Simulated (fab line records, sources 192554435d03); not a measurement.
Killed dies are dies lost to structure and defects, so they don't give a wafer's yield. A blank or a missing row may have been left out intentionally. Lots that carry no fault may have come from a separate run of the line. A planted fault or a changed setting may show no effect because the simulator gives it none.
fab line records + flow n5Finfet
record:
- lots: 7
- wafers: 39
route steps=1938 shown WELL_APT@24 FIN_SAQP@125 DUMMY_GATE@243 HKMG_FIN@402
startH: hours from the record's opening day to when the first of the lot's shown wafers began + waitH: how many hours have passed since the lot's step before this one + " the same as in the row above + L1.1+2: several wafers, shown together as one row + - either no value or no given start + * or withheld: withheld + < > ~ a bound
route shown NAME@n: a module of which the file shows steps, and the number in the route of the first + usual: the fault-free wafers' mean and standard deviation + same: alike in all rows + chamber/n: place in a boat + sites: readings site by site + _std_site: the values' standard deviation + _edge_site: inner sites' mean taken away from outer sites' mean + radiusMm: how far each site lies from the wafer's centre + mask NAME#n: copy n + behind: tool/chamber where the wafer was last shaped + hold: cause of the lot's hold/its duration in hours/its outcome + device: the transistor (n, p or np) that didn't switch + end of line: tests run on the same wafers once the route is complete + a step without rows: its recipe alone + killed: at the first sort, the dies lost to defects and structure; wafer yield is something else + map: the dies of a wafer, with x for killed, . for not killed, _ for no die there
set.NAME: setting as actually run; set.NAME@STEP: the setting as run at that earlier step + model.NAME: the simulator's own value behind a step, which no gauge read
lots with deliberately changed settings; one table per step, one row per wafer
== steps ==
step: N5_WELL_APT_EXPOSE_05
recipe:
- maskId: NWELL
- na: 0.8
- sourceShape: conventional
- sigmaOuter: 0.8
- polarization: unpolarized
- defocusNm: 0
- targetCdNm: 200
- doseMj: 20.3
| lot.wafer        | tool          | chamber | startH | waitH | mask    | set.doseMj |
|------------------|---------------|---------|--------|-------|---------|------------|
| L076.1+2+6       | krfScanner-02 | 0       | 25.80  | -     | NWELL#0 | 19.42      |
| L076.3+4+5       | "             | 0       | "      | "     | NWELL#0 | 20.3       |
| L080.1+4+5       | krfScanner-01 | 0       | 49.65  | -     | NWELL#0 | 19.76      |
| L080.2+3+6       | "             | 0       | "      | "     | NWELL#0 | 20.3       |
| L081.1+2+3+4+5+6 | krfScanner-02 | 0       | 55.74  | -     | NWELL#0 | 20.3       |
| L088.3+5+6       | krfScanner-02 | 0       | 97.86  | -     | NWELL#0 | 20.3       |
| L091.1+3+5       | krfScanner-02 | 0       | 115.54 | -     | NWELL#0 | 19.19      |
| L091.2+4+6       | "             | 0       | "      | "     | NWELL#0 | 20.3       |
| L092.1+4+5       | krfScanner-02 | 0       | 121.55 | -     | NWELL#0 | 20.3       |
| L092.2+3+6       | "             | 0       | "      | "     | NWELL#0 | 18.88      |
| L093.1+2+4       | krfScanner-02 | 0       | 127.60 | -     | NWELL#0 | 21.51      |
| L093.3+5+6       | "             | 0       | "      | "     | NWELL#0 | 20.3       |
step: N5_WELL_APT_PEB_06
recipe:
- pebTempC: 130
- pebTimeS: 90
step: N5_WELL_APT_DEVELOP_07
recipe:
- developTimeS: 45
- rinseLiquid: surfactantRinse
- dry: airSpin
- devTempC: 21
step: N5_WELL_APT_HARDBAKE_12
recipe:
- tempC: 130
- timeS: 120
step: N5_WELL_APT_CD_MEAS_08
recipe:
- targetCdNm: 200
- landingEnergyEv: 500
- detector: seInlens
usual:
- cdNm: 199.5/1.8
| lot.wafer | tool     | chamber | startH | waitH | set.doseMj@WELL_APT_EXPOSE_05 | cdNm  |
|-----------|----------|---------|--------|-------|-------------------------------|-------|
| L076.1    | cdSem-03 | 0       | 25.97  | -     | 19.42                         | 189.0 |
| L076.2    | "        | 0       | "      | "     | 19.42                         | 191.8 |
| L076.3    | "        | 0       | "      | "     | 20.3                          | 198.6 |
| L076.4    | "        | 0       | "      | "     | 20.3                          | 202.0 |
| L076.5    | "        | 0       | "      | "     | 20.3                          | 199.4 |
| L076.6    | "        | 0       | "      | "     | 19.42                         | 192.3 |
| L080.1    | cdSem-03 | 0       | 49.82  | -     | 19.76                         | 193.0 |
| L080.2    | "        | 0       | "      | "     | 20.3                          | 198.0 |
| L080.3    | "        | 0       | "      | "     | 20.3                          | 197.1 |
| L080.4    | "        | 0       | "      | "     | 19.76                         | 196.4 |
| L080.5    | "        | 0       | "      | "     | 19.76                         | 196.4 |
| L080.6    | "        | 0       | "      | "     | 20.3                          | 198.4 |
| L081.1    | cdSem-02 | 0       | 55.91  | -     | 20.3                          | 199.7 |
| L081.2    | "        | 0       | "      | "     | 20.3                          | 200.8 |
| L081.3    | "        | 0       | "      | "     | 20.3                          | 202.3 |
| L081.4    | "        | 0       | "      | "     | 20.3                          | 199.6 |
| L081.5    | "        | 0       | "      | "     | 20.3                          | 202.2 |
| L081.6    | "        | 0       | "      | "     | 20.3                          | 198.9 |
| L088.3    | cdSem-03 | 0       | 98.03  | -     | 20.3                          | 199.1 |
| L088.5    | "        | 0       | "      | "     | 20.3                          | 201.2 |
| L088.6    | "        | 0       | "      | "     | 20.3                          | 198.1 |
| L091.1    | cdSem-03 | 0       | 115.71 | -     | 19.19                         | 190.4 |
| L091.2    | "        | 0       | "      | "     | 20.3                          | 200.8 |
| L091.3    | "        | 0       | "      | "     | 19.19                         | 192.1 |
| L091.4    | "        | 0       | "      | "     | 20.3                          | 199.7 |
| L091.5    | "        | 0       | "      | "     | 19.19                         | 191.5 |
| L091.6    | "        | 0       | "      | "     | 20.3                          | 199.0 |
| L092.1    | cdSem-02 | 0       | 121.72 | -     | 20.3                          | 198.9 |
| L092.2    | "        | 0       | "      | "     | 18.88                         | 188.7 |
| L092.3    | "        | 0       | "      | "     | 18.88                         | 186.7 |
| L092.4    | "        | 0       | "      | "     | 20.3                          | 199.9 |
| L092.5    | "        | 0       | "      | "     | 20.3                          | 195.6 |
| L092.6    | "        | 0       | "      | "     | 18.88                         | 189.3 |
| L093.1    | cdSem-01 | 0       | 127.77 | -     | 21.51                         | 206.6 |
| L093.2    | "        | 0       | "      | "     | 21.51                         | 204.4 |
| L093.3    | "        | 0       | "      | "     | 20.3                          | 200.3 |
| L093.4    | "        | 0       | "      | "     | 21.51                         | 208.3 |
| L093.5    | "        | 0       | "      | "     | 20.3                          | 198.4 |
| L093.6    | "        | 0       | "      | "     | 20.3                          | 198.2 |
step: N5_WELL_APT_DESCUM_13
recipe:
- chemistry: O2
- timeS: 7.9
- sourcePowerW: 50
- biasPowerW: 20
- pressureMtorr: 20
- rfFrequencyHz: 2.712e+07
- tempC: 40
- o2FlowSccm: 225
| lot.wafer | tool       | chamber | startH | waitH | set.doseMj@WELL_APT_EXPOSE_05 | model.WELL_APT.cdNm |
|-----------|------------|---------|--------|-------|-------------------------------|---------------------|
| L076.1    | rieDiel-05 | 1       | 26.42  | 0.4   | 19.42                         | 188.9               |
| L076.2    | "          | 0       | "      | "     | 19.42                         | 191.9               |
| L076.3    | "          | 3       | "      | "     | 20.3                          | 198.6               |
| L076.4    | "          | 2       | "      | "     | 20.3                          | 202.1               |
| L076.5    | "          | 3       | "      | "     | 20.3                          | 199.6               |
| L076.6    | "          | 0       | "      | "     | 19.42                         | 192.1               |
| L080.1    | rieDiel-02 | 3       | 49.91  | 0.0   | 19.76                         | 193                 |
| L080.2+6  | "          | 2,0     | "      | "     | 20.3                          | 198.2               |
| L080.3    | "          | 0       | "      | "     | 20.3                          | 197.2               |
| L080.4    | "          | 2       | "      | "     | 19.76                         | 196.7               |
| L080.5    | "          | 3       | "      | "     | 19.76                         | 196.4               |
| L081.1    | rieDiel-04 | 0       | 56.15  | 0.2   | 20.3                          | 199.8               |
| L081.2    | "          | 1       | "      | "     | 20.3                          | 200.4               |
| L081.3    | "          | 3       | "      | "     | 20.3                          | 202.4               |
| L081.4    | "          | 2       | "      | "     | 20.3                          | 199.3               |
| L081.5    | "          | 2       | "      | "     | 20.3                          | 202.1               |
| L081.6    | "          | 3       | "      | "     | 20.3                          | 199                 |
| L088.3    | rieDiel-05 | 1       | 98.21  | 0.1   | 20.3                          | 199.4               |
| L088.5    | "          | 1       | "      | "     | 20.3                          | 200.8               |
| L088.6    | "          | 0       | "      | "     | 20.3                          | 198                 |
| L091.1    | rieDiel-02 | 0       | 116.49 | 0.7   | 19.19                         | 190.9               |
| L091.2    | "          | 2       | "      | "     | 20.3                          | 201                 |
| L091.3    | "          | 1       | "      | "     | 19.19                         | 192.1               |
| L091.4    | "          | 3       | "      | "     | 20.3                          | 199.4               |
| L091.5    | "          | 3       | "      | "     | 19.19                         | 191.2               |
| L091.6    | "          | 2       | "      | "     | 20.3                          | 199.1               |
| L092.1    | rieDiel-02 | 1       | 121.87 | 0.1   | 20.3                          | 199                 |
| L092.2    | "          | 0       | "      | "     | 18.88                         | 188.8               |
| L092.3    | "          | 3       | "      | "     | 18.88                         | 186.6               |
| L092.4    | "          | 2       | "      | "     | 20.3                          | 200.2               |
| L092.5    | "          | 3       | "      | "     | 20.3                          | 195.5               |
| L092.6    | "          | 0       | "      | "     | 18.88                         | 189.3               |
| L093.1    | rieDiel-05 | 2       | 127.96 | 0.1   | 21.51                         | 207.2               |
| L093.2    | "          | 0       | "      | "     | 21.51                         | 204.4               |
| L093.3    | "          | 1       | "      | "     | 20.3                          | 200.5               |
| L093.4    | "          | 1       | "      | "     | 21.51                         | 208                 |
| L093.5    | "          | 2       | "      | "     | 20.3                          | 198.5               |
| L093.6    | "          | 0       | "      | "     | 20.3                          | 197.9               |
step: N5_WELL_APT_IMPLANT_14
recipe:
- species: P
- energyKev: 160
- doseCm2: 1.5e+13
- tiltDeg: 0
- rotationDeg: 0
| lot.wafer        | tool         | chamber | startH | waitH | set.energyKev | model.implant.rpNm | model.implant.drpNm |
|------------------|--------------|---------|--------|-------|---------------|--------------------|---------------------|
| L076.1+2+3       | implanter-02 | 0       | 26.52  | 0.1   | 143.6         | 181.3              | 60.7                |
| L076.4+5+6       | "            | 0       | "      | "     | 160           | 202.9              | 65.9                |
| L080.1+2+3+4+5+6 | implanter-01 | 0       | 50.01  | 0.1   | 160           | 201.9              | 65.9                |
| L081.1+2+3+4+5+6 | implanter-02 | 0       | 56.25  | 0.1   | 160           | 208.1              | 65.9                |
| L088.3+5+6       | implanter-02 | 0       | 98.37  | 0.1   | 160           | 203.4              | 65.9                |
| L091.1+2+3       | implanter-01 | 0       | 116.59 | 0.1   | 169           | 210.3              | 68.6                |
| L091.4+5+6       | "            | 0       | "      | "     | 160           | 198.8              | 65.9                |
| L092.1+2+3+4+5+6 | implanter-01 | 0       | 121.97 | 0.1   | 160           | 196.6              | 65.9                |
| L093.1+5+6       | implanter-01 | 0       | 128.06 | 0.1   | 160           | 199.4              | 65.9                |
| L093.2+3+4       | "            | 0       | "      | "     | 168.3         | 210                | 68.39               |
step: N5_FIN_SAQP_SPACER1_ALD_24
recipe:
- material: SiO2
- targetThkA: 203
- tempC: 300
- aldPrecursorFamily: BDEAS
- aldCoReactant: O2-plasma
- pulseTimeS: 1
- purgeTimeS: 2
- coReactantPurgeTimeS: 2
- aldCycles: 218
- pressureTorr: 2
| lot.wafer  | tool      | chamber | startH | waitH | set.aldCycles | model.SiO2_of_FIN_SAQP_SPACER1_ALD_24.thkNm |
|------------|-----------|---------|--------|-------|---------------|---------------------------------------------|
| L076.1+2+6 | aldSin-01 | 2,1,0   | 35.99  | 0.3   | 218           | 20.2                                        |
| L076.3+4+5 | "         | 0,3,3   | "      | "     | 218           | 20.4                                        |
| L080.1+6   | aldSin-01 | 0       | 59.60  | 0.3   | 254           | 23.6                                        |
| L080.2     | "         | 2       | "      | "     | 218           | 20.2                                        |
| L080.3+4   | "         | 3,1     | "      | "     | 218           | 20.4                                        |
| L080.5     | "         | 3       | "      | "     | 254           | 23.8                                        |
| L081.1     | aldSin-01 | 0       | 65.79  | 0.3   | 244           | 22.6                                        |
| L081.2+4   | "         | 3,2     | "      | "     | 244           | 22.8                                        |
| L081.3     | "         | 1       | "      | "     | 218           | 20.2                                        |
| L081.5+6   | "         | 3,2     | "      | "     | 218           | 20.4                                        |
| L088.3     | aldSin-02 | 1       | 107.59 | 0.3   | 218           | 20.2                                        |
| L088.5+6   | "         | 2,1     | "      | "     | 218           | 20.4                                        |
| L091.1+3+6 | aldSin-02 | 0,3,2   | 126.55 | 0.3   | 218           | 20.4                                        |
| L091.2+4   | "         | 1,2     | "      | "     | 253           | 23.6                                        |
| L091.5     | "         | 1       | "      | "     | 253           | 23.4                                        |
| L092.1+3   | aldSin-01 | 2,1     | 131.38 | 0.3   | 248           | 23.2                                        |
| L092.2+5+6 | "         | 0,3,2   | "      | "     | 218           | 20.4                                        |
| L092.4     | "         | 3       | "      | "     | 248           | 23.4                                        |
| L093.1+2+5 | aldSin-02 | 2,0,2   | 137.01 | 0.3   | 218           | 20.4                                        |
| L093.3+4+6 | "         | 1,3,1   | "      | "     | 198           | 18.6                                        |
step: N5_FIN_SAQP_SPACER1_ETCHBACK_25
recipe:
- chemistry: CHF3/O2
- mode: anisotropicEtchback
- target: SiO2
- targetDepthA: 244
- timeS: 12.2
- pressureMtorr: 30
- sourceW: 650
- biasW: 170
- Ar_flow_sccm: 200
- CHF3_flow_sccm: 50
- O2_flow_sccm: 5
- ionEnergyEv: 200
step: N5_FIN_SAQP_MANDREL1_REMOVE_56
recipe:
- chemistry: HBr/Cl2/O2
- btTimeS: 10
- target: a-Si
- stopOn: SiNx
- endpoint: OES-SiCl
- overEtchFrac: 1
- icpW: 600
- biasW: 22
- HBr_flow_sccm: 150
- Cl2_flow_sccm: 80
- O2_flow_sccm: 5
- pressureMtorr: 10
| lot.wafer      | tool     | chamber   | startH | waitH | set.aldCycles@FIN_SAQP_SPACER1_ALD_24 | model.FIN_SAQP.cdNm |
|----------------|----------|-----------|--------|-------|---------------------------------------|---------------------|
| L076.1         | rieSi-02 | 3         | 37.40  | 0.1   | 218                                   | 20.2                |
| L076.2+3+4+5+6 | "        | 1,2,0,2,1 | "      | "     | 218                                   | 20.4                |
| L080.1+6       | rieSi-05 | 1,2       | 60.41  | 0.1   | 254                                   | 23.6                |
| L080.2+3+4     | "        | 2,0,3     | "      | "     | 218                                   | 20.2                |
| L080.5         | "        | 1         | "      | "     | 254                                   | 23.8                |
| L081.1         | rieSi-06 | 3         | 66.60  | 0.1   | 244                                   | 22.6                |
| L081.2         | "        | 1         | "      | "     | 244                                   | 23                  |
| L081.3         | "        | 0         | "      | "     | 218                                   | 20.2                |
| L081.4         | "        | 2         | "      | "     | 244                                   | 22.8                |
| L081.5         | "        | 2         | "      | "     | 218                                   | 20.6                |
| L081.6         | "        | 3         | "      | "     | 218                                   | 20.4                |
| L088.3         | rieSi-02 | 3         | 108.40 | 0.1   | 218                                   | 20                  |
| L088.5+6       | "        | 0,3       | "      | "     | 218                                   | 20.2                |
| L091.1+3+6     | rieSi-05 | 2,1,2     | 127.35 | 0.1   | 218                                   | 20.4                |
| L091.2         | "        | 0         | "      | "     | 253                                   | 23.6                |
| L091.4+5       | "        | 3,1       | "      | "     | 253                                   | 23.4                |
| L092.1+3       | rieSi-06 | 1,0       | 132.18 | 0.1   | 248                                   | 23.2                |
| L092.2+5       | "        | 2         | "      | "     | 218                                   | 20.4                |
| L092.4         | "        | 1         | "      | "     | 248                                   | 23.4                |
| L092.6         | "        | 0         | "      | "     | 218                                   | 20.6                |
| L093.1+2+5     | rieSi-02 | 3,0,2     | 137.82 | 0.1   | 218                                   | 20.2                |
| L093.3+4+6     | "        | 2,1,1     | "      | "     | 198                                   | 18.6                |
step: N5_FIN_SAQP_CD_MEAS_27
recipe:
- targetCdNm: 20
- landingEnergyEv: 1000
- detector: seInlens
- polarity: line
usual:
- cdNm: 20.29/0.23
| lot.wafer | tool     | chamber | startH | waitH | set.aldCycles@FIN_SAQP_SPACER1_ALD_24 | cdNm  |
|-----------|----------|---------|--------|-------|---------------------------------------|-------|
| L076.1    | cdSem-02 | 0       | 37.51  | 0.1   | 218                                   | 20.25 |
| L076.2    | "        | 0       | "      | "     | 218                                   | 20.27 |
| L076.3    | "        | 0       | "      | "     | 218                                   | 20.29 |
| L076.4    | "        | 0       | "      | "     | 218                                   | 20.45 |
| L076.5    | "        | 0       | "      | "     | 218                                   | 20.38 |
| L076.6    | "        | 0       | "      | "     | 218                                   | 20.17 |
| L080.1    | cdSem-03 | 0       | 60.52  | 0.1   | 254                                   | 23.87 |
| L080.2    | "        | 0       | "      | "     | 218                                   | 20.08 |
| L080.3    | "        | 0       | "      | "     | 218                                   | 20.40 |
| L080.4    | "        | 0       | "      | "     | 218                                   | 20.64 |
| L080.5    | "        | 0       | "      | "     | 254                                   | 23.64 |
| L080.6    | "        | 0       | "      | "     | 254                                   | 23.81 |
| L081.1    | cdSem-02 | 0       | 66.71  | 0.1   | 244                                   | 22.38 |
| L081.2    | "        | 0       | "      | "     | 244                                   | 22.75 |
| L081.3    | "        | 0       | "      | "     | 218                                   | 20.30 |
| L081.4    | "        | 0       | "      | "     | 244                                   | 23.20 |
| L081.5    | "        | 0       | "      | "     | 218                                   | 20.14 |
| L081.6    | "        | 0       | "      | "     | 218                                   | 20.19 |
| L088.3    | cdSem-02 | 0       | 108.51 | 0.1   | 218                                   | 19.92 |
| L088.5    | "        | 0       | "      | "     | 218                                   | 20.04 |
| L088.6    | "        | 0       | "      | "     | 218                                   | 20.48 |
| L091.1    | cdSem-03 | 0       | 127.46 | 0.1   | 218                                   | 20.07 |
| L091.2    | "        | 0       | "      | "     | 253                                   | 23.45 |
| L091.3    | "        | 0       | "      | "     | 218                                   | 20.43 |
| L091.4    | "        | 0       | "      | "     | 253                                   | 23.69 |
| L091.5    | "        | 0       | "      | "     | 253                                   | 23.74 |
| L091.6    | "        | 0       | "      | "     | 218                                   | 20.61 |
| L092.1    | cdSem-01 | 0       | 132.29 | 0.1   | 248                                   | 23.31 |
| L092.2    | "        | 0       | "      | "     | 218                                   | 20.38 |
| L092.3    | "        | 0       | "      | "     | 248                                   | 23.12 |
| L092.4    | "        | 0       | "      | "     | 248                                   | 23.19 |
| L092.5    | "        | 0       | "      | "     | 218                                   | 20.47 |
| L092.6    | "        | 0       | "      | "     | 218                                   | 20.56 |
| L093.1    | cdSem-03 | 0       | 137.93 | 0.1   | 218                                   | 20.29 |
| L093.2    | "        | 0       | "      | "     | 218                                   | 20.04 |
| L093.3    | "        | 0       | "      | "     | 198                                   | 18.41 |
| L093.4    | "        | 0       | "      | "     | 198                                   | 18.47 |
| L093.5    | "        | 0       | "      | "     | 218                                   | 20.14 |
| L093.6    | "        | 0       | "      | "     | 198                                   | 18.57 |
step: N5_FIN_SAQP_ETCH_34
recipe:
- chemistry: C4F6/O2
- target: SiO2
- targetDepthA: 450
- timeS: 15
- ionEnergyEv: 250
- pressureMtorr: 30
- sourceW: 345
- biasW: 185
- Ar_flow_sccm: 300
- C4F6_flow_sccm: 10
- O2_flow_sccm: 10
- ends: cleared
usual:
- rfVppV: 671/11
| lot.wafer | tool       | chamber | startH | waitH | set.sourceW | rfVppV |
|-----------|------------|---------|--------|-------|-------------|--------|
| L076.1    | rieDiel-05 | 2       | 39.70  | 0.0   | 345         | 671    |
| L076.2    | "          | 3       | "      | "     | 345         | 669    |
| L076.3    | "          | 1       | "      | "     | 345         | 667    |
| L076.4    | "          | 0       | "      | "     | 345         | 688    |
| L076.5    | "          | 3       | "      | "     | 345         | 669    |
| L076.6    | "          | 2       | "      | "     | 345         | 672    |
| L080.1    | rieDiel-02 | 2       | 62.44  | 0.0   | 399.3       | 635    |
| L080.2    | "          | 0       | "      | "     | 345         | 670    |
| L080.3    | "          | 3       | "      | "     | 399.3       | 636    |
| L080.4    | "          | 2       | "      | "     | 345         | 683    |
| L080.5    | "          | 0       | "      | "     | 345         | 670    |
| L080.6    | "          | 3       | "      | "     | 399.3       | 636    |
| L081.1    | rieDiel-04 | 3       | 68.66  | 0.0   | 345         | 666    |
| L081.2    | "          | 1       | "      | "     | 345         | 673    |
| L081.3    | "          | 0       | "      | "     | 306.1       | 686    |
| L081.4    | "          | 2       | "      | "     | 306.1       | 696    |
| L081.5    | "          | 2       | "      | "     | 306.1       | 697    |
| L081.6    | "          | 3       | "      | "     | 345         | 666    |
| L088.3    | rieDiel-05 | 0       | 110.21 | 0.0   | 345         | 689    |
| L088.5    | "          | 0       | "      | "     | 345         | 686    |
| L088.6    | "          | 1       | "      | "     | 345         | 667    |
| L091.1    | rieDiel-05 | 1       | 129.38 | 0.0   | 345         | 670    |
| L091.2    | "          | 0       | "      | "     | 321.3       | 712    |
| L091.3    | "          | 2       | "      | "     | 321.3       | 696    |
| L091.4    | "          | 1       | "      | "     | 321.3       | 695    |
| L091.5    | "          | 2       | "      | "     | 345         | 669    |
| L091.6    | "          | 0       | "      | "     | 345         | 686    |
| L092.1    | rieDiel-04 | 0       | 133.96 | 0.0   | 315.3       | 676    |
| L092.2    | "          | 1       | "      | "     | 345         | 672    |
| L092.3    | "          | 3       | "      | "     | 345         | 668    |
| L092.4    | "          | 2       | "      | "     | 345         | 654    |
| L092.5    | "          | 1       | "      | "     | 315.3       | 704    |
| L092.6    | "          | 0       | "      | "     | 315.3       | 676    |
| L093.1    | rieDiel-02 | 1       | 139.81 | 0.0   | 300.8       | 712    |
| L093.2    | "          | 3       | "      | "     | 300.8       | 735    |
| L093.3    | "          | 2       | "      | "     | 300.8       | 735    |
| L093.4    | "          | 0       | "      | "     | 345         | 668    |
| L093.5    | "          | 0       | "      | "     | 345         | 671    |
| L093.6    | "          | 3       | "      | "     | 345         | 685    |
step: N5_DUMMY_GATE_ETCH_31
recipe:
- chemistry: C4F6/O2
- target: SiO2
- maskMaterial: SOC
- targetDepthA: 825
- timeS: 27.5
- ionEnergyEv: 250
- pressureMtorr: 30
- sourceW: 345
- biasW: 185
- Ar_flow_sccm: 300
- C4F6_flow_sccm: 10
- O2_flow_sccm: 10
| lot.wafer | tool       | chamber | startH | waitH | set.targetDepthA | model.etch.depthNm |
|-----------|------------|---------|--------|-------|------------------|--------------------|
| L076.1    | rieDiel-06 | 3       | 63.40  | 0.0   | 745.6            | 73.75              |
| L076.2    | "          | 2       | "      | "     | 825              | 81.45              |
| L076.3    | "          | 1       | "      | "     | 825              | 81.17              |
| L076.4    | "          | 2       | "      | "     | 825              | 81.67              |
| L076.5    | "          | 1       | "      | "     | 745.6            | 74.23              |
| L076.6    | "          | 3       | "      | "     | 745.6            | 73.02              |
| L080.1    | rieDiel-01 | 0       | 82.19  | 0.1   | 825              | 79.87              |
| L080.2    | "          | 2       | "      | "     | 825              | 81.06              |
| L080.3    | "          | 3       | "      | "     | 825              | 82.56              |
| L080.4    | "          | 1       | "      | "     | 825              | 82.13              |
| L080.5    | "          | 1       | "      | "     | 825              | 82.12              |
| L080.6    | "          | 2       | "      | "     | 825              | 81.11              |
| L081.1    | rieDiel-01 | 1       | 88.48  | 0.0   | 825              | 82.9               |
| L081.2    | "          | 3       | "      | "     | 901.5            | 91.25              |
| L081.3    | "          | 2       | "      | "     | 901.5            | 88.81              |
| L081.4    | "          | 0       | "      | "     | 901.5            | 89.02              |
| L081.5    | "          | 0       | "      | "     | 825              | 81.24              |
| L081.6    | "          | 3       | "      | "     | 825              | 82.78              |
| L088.3    | rieDiel-03 | 2       | 133.36 | 0.0   | 825              | 82.29              |
| L088.5    | "          | 2       | "      | "     | 825              | 82.46              |
| L088.6    | "          | 1       | "      | "     | 825              | 84.78              |
| L091.1    | rieDiel-03 | 0       | 151.64 | 0.0   | 825              | 82.47              |
| L091.2    | "          | 2       | "      | "     | 825              | 82.45              |
| L091.3    | "          | 1       | "      | "     | 825              | 85.21              |
| L091.4    | "          | 3       | "      | "     | 825              | 82.86              |
| L091.5    | "          | 3       | "      | "     | 825              | 81.84              |
| L091.6    | "          | 0       | "      | "     | 825              | 82                 |
| L092.1    | rieDiel-01 | 2       | 154.85 | 0.2   | 825              | 81.12              |
| L092.2    | "          | 1       | "      | "     | 825              | 82.6               |
| L092.3    | "          | 3       | "      | "     | 825              | 81.85              |
| L092.4    | "          | 0       | "      | "     | 796.5            | 77.02              |
| L092.5    | "          | 1       | "      | "     | 796.5            | 79.69              |
| L092.6    | "          | 0       | "      | "     | 796.5            | 76.37              |
| L093.1    | rieDiel-01 | 0       | 160.06 | 0.0   | 795.8            | 77.93              |
| L093.2    | "          | 1       | "      | "     | 825              | 81.76              |
| L093.3    | "          | 2       | "      | "     | 825              | 80.85              |
| L093.4    | "          | 3       | "      | "     | 795.8            | 79.85              |
| L093.5    | "          | 1       | "      | "     | 795.8            | 79.95              |
| L093.6    | "          | 0       | "      | "     | 825              | 80.17              |
step: N5_HKMG_FIN_ETCH_54
recipe:
- chemistry: CF4
- target: SiARC
- targetDepthA: 455
- maskMaterial: CAR-ArF
- timeS: 75.8
- ionEnergyEv: 80
- pressureMtorr: 40
- sourceW: 545
- biasW: 36
- Ar_flow_sccm: 100
- cf4FlowSccm: 100
- ends: cleared
usual:
- rfVppV: 184.0/1.2
| lot.wafer | tool       | chamber | startH | waitH | set.sourceW | rfVppV |
|-----------|------------|---------|--------|-------|-------------|--------|
| L076.1    | rieDiel-05 | 3       | 86.36  | 0.0   | 545         | 184.1  |
| L076.2    | "          | 2       | "      | "     | 604.1       | 177.2  |
| L076.3    | "          | 1       | "      | "     | 545         | 182.2  |
| L076.4    | "          | 0       | "      | "     | 604.1       | 177.4  |
| L076.5    | "          | 1       | "      | "     | 545         | 183.6  |
| L076.6    | "          | 0       | "      | "     | 604.1       | 177.5  |
| L080.1    | rieDiel-04 | 3       | 109.58 | 0.0   | 575.9       | 183.2  |
| L080.2    | "          | 2       | "      | "     | 545         | 182.3  |
| L080.3    | "          | 0       | "      | "     | 575.9       | 179.8  |
| L080.4    | "          | 1       | "      | "     | 575.9       | 181.5  |
| L080.5    | "          | 1       | "      | "     | 545         | 185.5  |
| L080.6    | "          | 2       | "      | "     | 545         | 182.3  |
| L081.1    | rieDiel-05 | 3       | 114.91 | 0.0   | 515.3       | 187.8  |
| L081.2    | "          | 2       | "      | "     | 545         | 184.4  |
| L081.3    | "          | 1       | "      | "     | 515.3       | 186.2  |
| L081.4    | "          | 0       | "      | "     | 545         | 184.2  |
| L081.5    | "          | 3       | "      | "     | 545         | 184.2  |
| L081.6    | "          | 0       | "      | "     | 515.3       | 187.8  |
| L088.3    | rieDiel-05 | 2       | 160.48 | 0.0   | 545         | 185.4  |
| L088.5    | "          | 0       | "      | "     | 545         | 183.7  |
| L088.6    | "          | 3       | "      | "     | 545         | 185.3  |
| L091.1    | rieDiel-05 | 0       | 178.14 | 0.0   | 545         | 183.6  |
| L091.2    | "          | 2       | "      | "     | 545         | 186.2  |
| L091.3    | "          | 3       | "      | "     | 499.2       | 189.1  |
| L091.4    | "          | 1       | "      | "     | 499.2       | 188.1  |
| L091.5    | "          | 3       | "      | "     | 545         | 182.8  |
| L091.6    | "          | 0       | "      | "     | 499.2       | 189.3  |
| L092.1    | rieDiel-02 | 0       | 179.56 | 0.0   | 545         | 181.6  |
| L092.2    | "          | 2       | "      | "     | 545         | 184.7  |
| L092.3    | "          | 3       | "      | "     | 603.3       | 178.0  |
| L092.4    | "          | 1       | "      | "     | 603.3       | 178.4  |
| L092.5    | "          | 0       | "      | "     | 545         | 182.2  |
| L092.6    | "          | 3       | "      | "     | 603.3       | 178.0  |
| L093.1    | rieDiel-04 | 2       | 185.71 | 0.0   | 545         | 181.7  |
| L093.2    | "          | 0       | "      | "     | 545         | 183.7  |
| L093.3    | "          | 3       | "      | "     | 545         | 184.1  |
| L093.4    | "          | 1       | "      | "     | 545         | 184.8  |
| L093.5    | "          | 2       | "      | "     | 545         | 183.1  |
| L093.6    | "          | 1       | "      | "     | 545         | 184.8  |
== key ==
split:
- step: N5_WELL_APT_EXPOSE_05
- setting: doseMj
- stated: 20.3
- by: wafer
response:
- step: N5_WELL_APT_CD_MEAS_08
- reading: cdNm
- change: +1.47
- per: 1%
- r: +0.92
response:
- step: N5_WELL_APT_DESCUM_13
- reading: model.WELL_APT.cdNm
- change: +1.48
- per: 1%
- r: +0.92
split:
- step: N5_WELL_APT_IMPLANT_14
- setting: energyKev
- stated: 160
- by: wafer
response:
- step: N5_WELL_APT_IMPLANT_14
- reading: model.implant.rpNm
- change: +2.09
- per: 1%
- r: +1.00
response:
- step: N5_WELL_APT_IMPLANT_14
- reading: model.implant.drpNm
- change: +0.498
- per: 1%
- r: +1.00
split:
- step: N5_FIN_SAQP_SPACER1_ALD_24
- setting: aldCycles
- stated: 218
- by: wafer
response:
- step: N5_FIN_SAQP_SPACER1_ALD_24
- reading: model.SiO2_of_FIN_SAQP_SPACER1_ALD_24.thkNm
- change: +0.201
- per: 1%
- r: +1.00
response:
- step: N5_FIN_SAQP_MANDREL1_REMOVE_56
- reading: model.FIN_SAQP.cdNm
- change: +0.199
- per: 1%
- r: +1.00
response:
- step: N5_FIN_SAQP_CD_MEAS_27
- reading: cdNm
- change: +0.203
- per: 1%
- r: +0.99
split:
- step: N5_FIN_SAQP_ETCH_34
- setting: sourceW
- stated: 345
- by: wafer
response:
- step: N5_FIN_SAQP_ETCH_34
- reading: rfVppV
- change: -2.9
- per: 1%
- r: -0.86
split:
- step: N5_DUMMY_GATE_ETCH_31
- setting: targetDepthA
- stated: 825
- by: wafer
response:
- step: N5_DUMMY_GATE_ETCH_31
- reading: model.etch.depthNm
- change: +0.806
- per: 1%
- r: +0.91
split:
- step: N5_HKMG_FIN_ETCH_54
- setting: sourceW
- stated: 545
- by: wafer
response:
- step: N5_HKMG_FIN_ETCH_54
- reading: rfVppV
- change: -0.495
- per: 1%
- r: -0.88
